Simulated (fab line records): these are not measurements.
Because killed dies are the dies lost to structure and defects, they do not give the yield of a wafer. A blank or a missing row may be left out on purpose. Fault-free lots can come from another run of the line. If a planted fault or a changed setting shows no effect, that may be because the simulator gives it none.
Matching of chambers    flow nand_harc    cmp-04 running NHARC_A_STAIRCASE_CMP_450: 4 sister chambers
The step polishes SiO2, target thk 200 nm. 8 wafers are shown with their chamber, then 9 later ones without.

## WAFERS PAIRED WITH THEIR CHAMBERS
wafer   chamber  motor_current_A (A)  edge_zone_pressure_frac
L610.1  3        11.8                 1.004
L612.1  0        14.0                 1.003
L621.2  1        12.6                 1.000
L621.3  3        11.9                 0.999
L621.4  2        12.0                 1.007
L623.1  1        12.8                 0.997
L623.3  0        13.9                 0.993
L623.4  2        12.2                 0.996

## WAFERS WHOSE CHAMBER IS MISSING
wafer   motor_current_A (A)  edge_zone_pressure_frac
L625.1  12.7                 1.005
L625.2  12.8                 0.994
L625.5  11.6                 0.995
L624.1  14.0                 1.002
L624.3  12.1                 1.005
L624.6  12.0                 0.998
L627.2  13.2                 1.003
L627.3  12.3                 0.985
L627.4  11.9                 1.001

## WHICH CHAMBER EACH WENT THROUGH
wafer    from the rows above            in truth
L625.1   1                              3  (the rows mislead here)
L625.2   1                              1
L625.5   3                              3
L624.1   0                              0
L624.3   can't be placed: 2 or 3        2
L624.6   can't be placed: 2 or 3        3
L627.2   1                              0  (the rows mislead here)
L627.3   can't be placed: 2 or 1 or 3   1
L627.4   can't be placed: 3 or 2        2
3 of 9 placed correctly. These rows do not allow placing 4 (true chamber among the candidates in 4). 2 placed wrongly.
How it was worked out, from the rows above alone: a wafer's distance from a chamber is the root of the sum, over the readings, of the square of ((its reading less the chamber's mean) divided by the reading's scatter). If the next closest chamber is less than 2 further off than the closest, the wafer can't be placed; otherwise it belongs to the closest. A chamber's mean is the mean of its shown wafers. The scatter: the root of (the sum of the squares of (reading less its chamber's mean) over the shown wafers, divided by (wafers less chambers)).
